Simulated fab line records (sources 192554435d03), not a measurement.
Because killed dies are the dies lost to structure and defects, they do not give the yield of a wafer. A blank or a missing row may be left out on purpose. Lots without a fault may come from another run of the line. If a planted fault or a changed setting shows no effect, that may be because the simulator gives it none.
Split-lot study || flow n5_finfet || route with 1938 steps; 7 lots, 39 wafers read

THE SPLIT ITSELF
At N5_MOL_CONTACT_COAG_EXPOSE_05 (exposes mask CA, defocus 0 nm), the setting dose_mj was moved away from the recipe's 38.25 on 12 of the 39 wafers read, by -2.2% to +5.4%. All remaining wafers had this setting at the recipe value.

FROM THE SPLIT TO THE READING: what the file shows between them, 4 steps
- N5_MOL_CONTACT_COAG_PEB_06: peb time 60 s
- N5_MOL_CONTACT_COAG_DEVELOP_07: develop time 30 s
- N5_MOL_CONTACT_COAG_DESCUM_13: chemistry O2, time 7 s
- N5_MOL_CONTACT_COAG_ETCH_59: etches underlayer in N2/H2, target depth 13 nm, time 10.4 s

THE READING
MOL_CONTACT_COAG.cd_offset_nm (the simulator's own value, which no gauge read), in nm, at N5_MOL_CONTACT_COAG_ETCH_105 (etches SiARC in CF4, target depth 15.6 nm, time 26 s). The file does not state a usual value for it. Across the 27 wafers here that went through the recipe, the average is 0.2 nm and the standard deviation 0.21 nm.

{"wafer": "L074.1", "tool, chamber at the split": "euv_scanner-02, 0", "dose_mj as run": 38.25, "against the recipe": "recipe", "MOL_CONTACT_COAG.cd_offset_nm, nm": -0.4, "against lot-mates on the recipe": "-"}
{"wafer": "L074.2", "tool, chamber at the split": "euv_scanner-02, 0", "dose_mj as run": 38.25, "against the recipe": "recipe", "MOL_CONTACT_COAG.cd_offset_nm, nm": 0, "against lot-mates on the recipe": "-"}
{"wafer": "L074.3", "tool, chamber at the split": "euv_scanner-02, 0", "dose_mj as run": 38.25, "against the recipe": "recipe", "MOL_CONTACT_COAG.cd_offset_nm, nm": 0, "against lot-mates on the recipe": "-"}
{"wafer": "L075.1", "tool, chamber at the split": "euv_scanner-02, 0", "dose_mj as run": 38.25, "against the recipe": "recipe", "MOL_CONTACT_COAG.cd_offset_nm, nm": 0.4, "against lot-mates on the recipe": "-"}
{"wafer": "L075.6", "tool, chamber at the split": "euv_scanner-02, 0", "dose_mj as run": 38.25, "against the recipe": "recipe", "MOL_CONTACT_COAG.cd_offset_nm, nm": 0.4, "against lot-mates on the recipe": "-"}
{"wafer": "L075.2", "tool, chamber at the split": "euv_scanner-02, 0", "dose_mj as run": 38.25, "against the recipe": "recipe", "MOL_CONTACT_COAG.cd_offset_nm, nm": 0.2, "against lot-mates on the recipe": "-"}
{"wafer": "L075.3", "tool, chamber at the split": "euv_scanner-02, 0", "dose_mj as run": 38.25, "against the recipe": "recipe", "MOL_CONTACT_COAG.cd_offset_nm, nm": 0.2, "against lot-mates on the recipe": "-"}
{"wafer": "L075.4", "tool, chamber at the split": "euv_scanner-02, 0", "dose_mj as run": 38.25, "against the recipe": "recipe", "MOL_CONTACT_COAG.cd_offset_nm, nm": 0.2, "against lot-mates on the recipe": "-"}
{"wafer": "L075.5", "tool, chamber at the split": "euv_scanner-02, 0", "dose_mj as run": 38.25, "against the recipe": "recipe", "MOL_CONTACT_COAG.cd_offset_nm, nm": 0.2, "against lot-mates on the recipe": "-"}
{"wafer": "L084.1", "tool, chamber at the split": "euv_scanner-01, 0", "dose_mj as run": 38.25, "against the recipe": "recipe", "MOL_CONTACT_COAG.cd_offset_nm, nm": 0, "against lot-mates on the recipe": "-"}
{"wafer": "L084.2", "tool, chamber at the split": "euv_scanner-01, 0", "dose_mj as run": 40.33, "against the recipe": "+5.4%", "MOL_CONTACT_COAG.cd_offset_nm, nm": 1.6, "against lot-mates on the recipe": "+1.4"}
{"wafer": "L084.4", "tool, chamber at the split": "euv_scanner-01, 0", "dose_mj as run": 40.33, "against the recipe": "+5.4%", "MOL_CONTACT_COAG.cd_offset_nm, nm": 1.6, "against lot-mates on the recipe": "+1.4"}
{"wafer": "L084.3", "tool, chamber at the split": "euv_scanner-01, 0", "dose_mj as run": 38.25, "against the recipe": "recipe", "MOL_CONTACT_COAG.cd_offset_nm, nm": 0.4, "against lot-mates on the recipe": "-"}
{"wafer": "L084.5", "tool, chamber at the split": "euv_scanner-01, 0", "dose_mj as run": 40.33, "against the recipe": "+5.4%", "MOL_CONTACT_COAG.cd_offset_nm, nm": 1.2, "against lot-mates on the recipe": "+1.0"}
{"wafer": "L084.6", "tool, chamber at the split": "euv_scanner-01, 0", "dose_mj as run": 38.25, "against the recipe": "recipe", "MOL_CONTACT_COAG.cd_offset_nm, nm": 0.2, "against lot-mates on the recipe": "-"}
{"wafer": "L087.1", "tool, chamber at the split": "euv_scanner-01, 0", "dose_mj as run": 38.25, "against the recipe": "recipe", "MOL_CONTACT_COAG.cd_offset_nm, nm": 0.2, "against lot-mates on the recipe": "-"}
{"wafer": "L087.6", "tool, chamber at the split": "euv_scanner-01, 0", "dose_mj as run": 38.25, "against the recipe": "recipe", "MOL_CONTACT_COAG.cd_offset_nm, nm": 0.2, "against lot-mates on the recipe": "-"}
{"wafer": "L087.2", "tool, chamber at the split": "euv_scanner-01, 0", "dose_mj as run": 39.24, "against the recipe": "+2.6%", "MOL_CONTACT_COAG.cd_offset_nm, nm": 0.8, "against lot-mates on the recipe": "+0.7"}
{"wafer": "L087.3", "tool, chamber at the split": "euv_scanner-01, 0", "dose_mj as run": 39.24, "against the recipe": "+2.6%", "MOL_CONTACT_COAG.cd_offset_nm, nm": 0.8, "against lot-mates on the recipe": "+0.7"}
{"wafer": "L087.4", "tool, chamber at the split": "euv_scanner-01, 0", "dose_mj as run": 38.25, "against the recipe": "recipe", "MOL_CONTACT_COAG.cd_offset_nm, nm": 0, "against lot-mates on the recipe": "-"}
{"wafer": "L087.5", "tool, chamber at the split": "euv_scanner-01, 0", "dose_mj as run": 39.24, "against the recipe": "+2.6%", "MOL_CONTACT_COAG.cd_offset_nm, nm": 0.6, "against lot-mates on the recipe": "+0.5"}
{"wafer": "L088.1", "tool, chamber at the split": "euv_scanner-01, 0", "dose_mj as run": 38.25, "against the recipe": "recipe", "MOL_CONTACT_COAG.cd_offset_nm, nm": 0, "against lot-mates on the recipe": "-"}
{"wafer": "L088.2", "tool, chamber at the split": "euv_scanner-01, 0", "dose_mj as run": 38.25, "against the recipe": "recipe", "MOL_CONTACT_COAG.cd_offset_nm, nm": 0, "against lot-mates on the recipe": "-"}
{"wafer": "L088.3", "tool, chamber at the split": "euv_scanner-01, 0", "dose_mj as run": 38.25, "against the recipe": "recipe", "MOL_CONTACT_COAG.cd_offset_nm, nm": 0, "against lot-mates on the recipe": "-"}
{"wafer": "L088.4", "tool, chamber at the split": "euv_scanner-01, 0", "dose_mj as run": 37.41, "against the recipe": "-2.2%", "MOL_CONTACT_COAG.cd_offset_nm, nm": -0.4, "against lot-mates on the recipe": -0.4}
{"wafer": "L088.5", "tool, chamber at the split": "euv_scanner-01, 0", "dose_mj as run": 37.41, "against the recipe": "-2.2%", "MOL_CONTACT_COAG.cd_offset_nm, nm": -0.4, "against lot-mates on the recipe": -0.4}
{"wafer": "L088.6", "tool, chamber at the split": "euv_scanner-01, 0", "dose_mj as run": 37.41, "against the recipe": "-2.2%", "MOL_CONTACT_COAG.cd_offset_nm, nm": -0.2, "against lot-mates on the recipe": -0.2}
{"wafer": "L090.1", "tool, chamber at the split": "euv_scanner-01, 0", "dose_mj as run": 39.71, "against the recipe": "+3.8%", "MOL_CONTACT_COAG.cd_offset_nm, nm": 1.2, "against lot-mates on the recipe": "+0.8"}
{"wafer": "L090.5", "tool, chamber at the split": "euv_scanner-01, 0", "dose_mj as run": 39.71, "against the recipe": "+3.8%", "MOL_CONTACT_COAG.cd_offset_nm, nm": 1.2, "against lot-mates on the recipe": "+0.8"}
{"wafer": "L090.2", "tool, chamber at the split": "euv_scanner-01, 0", "dose_mj as run": 39.71, "against the recipe": "+3.8%", "MOL_CONTACT_COAG.cd_offset_nm, nm": 1, "against lot-mates on the recipe": "+0.6"}
{"wafer": "L090.3", "tool, chamber at the split": "euv_scanner-01, 0", "dose_mj as run": 38.25, "against the recipe": "recipe", "MOL_CONTACT_COAG.cd_offset_nm, nm": 0.4, "against lot-mates on the recipe": "-"}
{"wafer": "L090.4", "tool, chamber at the split": "euv_scanner-01, 0", "dose_mj as run": 38.25, "against the recipe": "recipe", "MOL_CONTACT_COAG.cd_offset_nm, nm": 0.4, "against lot-mates on the recipe": "-"}
{"wafer": "L090.6", "tool, chamber at the split": "euv_scanner-01, 0", "dose_mj as run": 38.25, "against the recipe": "recipe", "MOL_CONTACT_COAG.cd_offset_nm, nm": 0.4, "against lot-mates on the recipe": "-"}
{"wafer": "L096.1", "tool, chamber at the split": "euv_scanner-02, 0", "dose_mj as run": 38.25, "against the recipe": "recipe", "MOL_CONTACT_COAG.cd_offset_nm, nm": 0.4, "against lot-mates on the recipe": "-"}
{"wafer": "L096.6", "tool, chamber at the split": "euv_scanner-02, 0", "dose_mj as run": 38.25, "against the recipe": "recipe", "MOL_CONTACT_COAG.cd_offset_nm, nm": 0.4, "against lot-mates on the recipe": "-"}
{"wafer": "L096.2", "tool, chamber at the split": "euv_scanner-02, 0", "dose_mj as run": 38.25, "against the recipe": "recipe", "MOL_CONTACT_COAG.cd_offset_nm, nm": 0.2, "against lot-mates on the recipe": "-"}
{"wafer": "L096.5", "tool, chamber at the split": "euv_scanner-02, 0", "dose_mj as run": 38.25, "against the recipe": "recipe", "MOL_CONTACT_COAG.cd_offset_nm, nm": 0.2, "against lot-mates on the recipe": "-"}
{"wafer": "L096.3", "tool, chamber at the split": "euv_scanner-02, 0", "dose_mj as run": 38.25, "against the recipe": "recipe", "MOL_CONTACT_COAG.cd_offset_nm, nm": 0, "against lot-mates on the recipe": "-"}
{"wafer": "L096.4", "tool, chamber at the split": "euv_scanner-02, 0", "dose_mj as run": 38.25, "against the recipe": "recipe", "MOL_CONTACT_COAG.cd_offset_nm, nm": 0.6, "against lot-mates on the recipe": "-"}

FIT RESULTS
A straight line over all 39 wafers: MOL_CONTACT_COAG.cd_offset_nm changes by +0.235 nm for each +1% of dose_mj; r = +0.92; the points scatter about the line by 0.19 nm.
The same after taking each lot's own level away (the mean of its wafers on the recipe; 39 wafers): +0.212 nm for each +1%; r = +0.95; scatter 0.15 nm.
That fit puts the effect of the largest move of dose_mj on the reading at 1.2 nm.
Measured against the standard deviation above, the lots' own levels, which go from -0.13 to 0.40 nm, span 2.6 times it.
Thus the slope moves with the lot-to-lot level: the two fits are different.
Check: +1.12 nm against its lot-mates is what the line predicts for one of the wafers moved furthest among these (+5.4%) when that wafer is left out of the fit. Against them it came out at +1.4 nm.

THE WHOLE CHAIN: every reading that the file lists as answering this split, in the file's order
{"step": "N5_MOL_CONTACT_COAG_ETCH_59", "what it does": "etches underlayer in N2/H2, target depth 13 nm, time 10.4 s", "reading": "MOL_CONTACT_COAG.cd_offset_nm (the simulator's own value, which no gauge read)", "change (the file's fit)": "+0.221 nm for each +1% of the setting", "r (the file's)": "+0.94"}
{"step": "N5_MOL_CONTACT_COAG_ETCH_105", "what it does": "etches SiARC in CF4, target depth 15.6 nm, time 26 s", "reading": "MOL_CONTACT_COAG.cd_offset_nm (the simulator's own value, which no gauge read)", "change (the file's fit)": "+0.215 nm for each +1% of the setting", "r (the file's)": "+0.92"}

FILE'S OWN FIT
MOL_CONTACT_COAG.cd_offset_nm changes by +0.215 nm for each +1% of dose_mj, r = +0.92.
